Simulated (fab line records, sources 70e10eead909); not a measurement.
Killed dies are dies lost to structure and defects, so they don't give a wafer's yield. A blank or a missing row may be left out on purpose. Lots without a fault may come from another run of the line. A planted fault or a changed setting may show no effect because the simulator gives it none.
Which tool did it? | flow nand_harc | 12 lots, 36 wafers sampled, at 5 steps of a route of 1302

WHAT THE GAUGES READ, wafer by wafer
NHARC_HYBRID_BOND_OVL_MEAS_05.
lot  | measured     | on         | overlay_x_nm (nm) | overlay_y_nm (nm)
L618 | day 23 13:49 | overlay-02 | -14 37 -66        | -46 -25 -12
L617 | day 24 02:35 | overlay-02 | -22 -10 -4        | -2 8 -64
L620 | day 24 17:53 | overlay-01 | 20 30 21          | -5 42 -7
L621 | day 24 17:52 | overlay-02 | 34 56 43          | 18 -28 16
L630 | day 28 21:50 | overlay-02 | -31 49            | -7 -50
L632 | day 29 10:44 | overlay-01 | 13 39 -57         | 22 -11 -39
L631 | day 29 10:45 | overlay-02 | -28               | 55
L634 | day 30 23:49 | overlay-02 | -48 44 0          | 1 1 34
L633 | day 30 23:50 | overlay-01 | -44 -5 -2         | 30 67 -23
L637 | day 31 23:55 | overlay-02 | 16 36 -20         | 11 -12 7
L638 | day 32 17:16 | overlay-02 | 14 35 7           | 41 -39 41
L640 | day 33 11:35 | overlay-01 | -17 27 -7         | 61 1 -18

NHARC_END_SORT_01.
lot  | measured     | on        | killed_at_array | killed_at_other | killed_at_periphery | killed_dies | killed_open | killed_short
L630 | day 29 17:32 | prober-01 | 664 72 72       | 0 0 0           | 2 13 9              | 666 85 81   | 1 2 3       | 2 6 3
L631 | day 30 04:29 | prober-01 | 658 650 89      | 0 1 1           | 6 4 6               | 664 655 96  | 8 4 2       | 3 1 3

WHICH TOOL RAN EACH LOT (tool, then ch and the chambers of the sampled wafers, then the start)
lot  | NHARC_A_WL_FILL_CVD_03        | NHARC_THIN_TSV_DESCUM_14           | NHARC_THIN_TSV_DESCUM_35
L618 | cvd_w-02 ch 0,1, day 20 10:27 | rie_diel-08 ch 0,3, day 23 16:42   | rie_diel-06 ch 0,1, day 23 22:28
L617 | cvd_w-01 ch 0,1, day 20 21:16 | rie_diel-06 ch 0,1,2, day 24 06:34 | rie_diel-08 ch 0,2,3, day 24 12:22
L620 | cvd_w-02 ch 0,1, day 21 17:43 | rie_diel-01 ch 2,3, day 24 21:49   | rie_diel-06 ch 0,3, day 25 04:01
L621 | cvd_w-02 ch 1, day 21 18:02   | rie_diel-08 ch 0,1, day 24 20:38   | rie_diel-01 ch 0,2,3, day 25 02:32
L630 | cvd_w-02 ch 0,1, day 25 15:13 | rie_diel-01 ch 0,1, day 29 01:58   | rie_diel-01 ch 0,3, day 29 07:53
L632 | cvd_w-01 ch 1, day 26 01:50   | rie_diel-06 ch 0,3, day 29 13:37   | rie_diel-08 ch 0,1,2, day 29 19:34
L631 | cvd_w-02 ch 0,1, day 26 05:25 | rie_diel-08 ch 0, day 29 14:41     | rie_diel-01 ch 2, day 29 20:50
L634 | cvd_w-01 ch 0,1, day 27 11:17 | rie_diel-06 ch 0,2,3, day 31 02:37 | rie_diel-01 ch 0,1,3, day 31 08:23
L633 | cvd_w-01 ch 1, day 27 19:44   | rie_diel-01 ch 0,2,3, day 31 04:04 | rie_diel-01 ch 0,3, day 31 09:49
L637 | cvd_w-01 ch 1, day 28 17:46   | rie_diel-01 ch 1,2,3, day 32 02:42 | rie_diel-01 ch 0,1,3, day 32 08:36
L638 | cvd_w-02 ch 0,1, day 29 11:59 | rie_diel-08 ch 0,2,3, day 32 21:13 | rie_diel-06 ch 0,1,3, day 33 03:05
L640 | cvd_w-01 ch 0,1, day 30 03:32 | rie_diel-08 ch 0,1,3, day 33 14:30 | rie_diel-08 ch 0,1, day 33 21:07
- NHARC_A_WL_FILL_CVD_03: deposits W, target thk 40 nm, time 279 s.
- NHARC_THIN_TSV_DESCUM_14: chemistry O2, time 3 s.
- NHARC_THIN_TSV_DESCUM_35: chemistry O2, time 3 s.

WHAT THE TOOLS THEMSELVES READ (means of the sampled wafers that have a number; where no wafer has one, the mark that the record gives instead)
NHARC_A_WL_FILL_CVD_03.
lot  | tool     | heater_power_w (W) | throttle_valve_pct (%)
L618 | cvd_w-02 | 416                | 7.62
L617 | cvd_w-01 | 427                | 7.80
L620 | cvd_w-02 | 439                | 7.82
L621 | cvd_w-02 | 399                | 7.79
L630 | cvd_w-02 | 417                | 7.62
L632 | cvd_w-01 | 435                | 7.79
L631 | cvd_w-02 | 417                | 7.74
L634 | cvd_w-01 | 432                | 8.07
L633 | cvd_w-01 | 428                | 8.08
L637 | cvd_w-01 | 435                | 8.06
L638 | cvd_w-02 | 428                | 7.89
L640 | cvd_w-01 | 437                | 8.07

NHARC_THIN_TSV_DESCUM_14.
lot  | tool        | drypump_motor_current_A (A) | oes_product_au (a.u.) | rf_vpp_V (V) | showerhead_plenum_p_Torr (Torr) | throttle_valve_pct (%)
L618 | rie_diel-08 | 5.53                        | 1.013                 | 57.8         | 1.86                            | 11.299
L617 | rie_diel-06 | 6.01                        | 0.979                 | 57.4         | 1.92                            | 11.312
L620 | rie_diel-01 | 5.86                        | 0.993                 | 58.6         | 1.99                            | 11.317
L621 | rie_diel-08 | 5.56                        | 1.008                 | 56.5         | 1.86                            | 11.308
L630 | rie_diel-01 | 5.67                        | 0.997                 | 57.2         | 1.92                            | 11.317
L632 | rie_diel-06 | 5.85                        | 1.011                 | 57.9         | 1.98                            | 11.316
L631 | rie_diel-08 | 5.52                        | 1.009                 | 57.5         | 1.87                            | 11.311
L634 | rie_diel-06 | 5.78                        | 1.004                 | 58.2         | 1.93                            | 11.312
L633 | rie_diel-01 | 5.86                        | 0.983                 | 57.8         | 1.94                            | 11.312
L637 | rie_diel-01 | 5.64                        | 0.991                 | 58.6         | 1.96                            | 11.319
L638 | rie_diel-08 | 5.62                        | 0.988                 | 58.3         | 1.92                            | 11.302
L640 | rie_diel-08 | 5.59                        | 0.997                 | 57.0         | 1.84                            | 11.308

NHARC_THIN_TSV_DESCUM_35.
lot  | tool        | drypump_motor_current_A (A) | oes_product_au (a.u.) | rf_vpp_V (V) | showerhead_plenum_p_Torr (Torr) | throttle_valve_pct (%)
L618 | rie_diel-06 | 5.9                         | 0.979                 | 57.7         | 1.96                            | 11.309
L617 | rie_diel-08 | 5.6                         | 1.008                 | 57.9         | 1.92                            | 11.311
L620 | rie_diel-06 | 5.8                         | 1.005                 | 58.2         | 1.98                            | 11.308
L621 | rie_diel-01 | 5.9                         | 0.986                 | 58.1         | 1.94                            | 11.311
L630 | rie_diel-01 | 6.0                         | 0.993                 | 57.6         | 1.96                            | 11.317
L632 | rie_diel-08 | 5.6                         | 1.003                 | 58.0         | 1.92                            | 11.308
L631 | rie_diel-01 | 5.6                         | 0.982                 | 57.2         | 1.89                            | 11.310
L634 | rie_diel-01 | 5.8                         | 0.988                 | 57.6         | 1.96                            | 11.312
L633 | rie_diel-01 | 6.0                         | 0.990                 | 58.2         | 1.99                            | 11.307
L637 | rie_diel-01 | 5.8                         | 0.995                 | 58.1         | 1.96                            | 11.312
L638 | rie_diel-06 | 6.1                         | 0.997                 | 58.4         | 1.96                            | 11.314
L640 | rie_diel-08 | 5.5                         | 0.994                 | 56.8         | 1.86                            | 11.307

THE ANSWER, worked out from the rows above alone
Rule: what is usual is taken from the lots themselves. Put in order of their means at a reading, lots are off if they are a third of the lots or fewer, leave a main group of 4 or more, and stand apart from it by a gap of 3 or more times the standard deviation of the main group's means; of several such gaps the widest counts. A main group whose means are all the same, to the digits that the tables above print for the reading, isn't used. A lot without any number at a reading at which 4 lots or more have one is off too. The other lots that the step has rows for count as sound. The gauges are gone through in route order, then the tools' own readings, and for those a lot's mean is taken as printed above. The first step at which some lot is off is used, and at that step the reading that is off furthest; a lot without a number counts as furthest.
No lot is off at any reading shown: from this, nothing can be told.

WHAT THE SIMULATOR HAD PUT IN
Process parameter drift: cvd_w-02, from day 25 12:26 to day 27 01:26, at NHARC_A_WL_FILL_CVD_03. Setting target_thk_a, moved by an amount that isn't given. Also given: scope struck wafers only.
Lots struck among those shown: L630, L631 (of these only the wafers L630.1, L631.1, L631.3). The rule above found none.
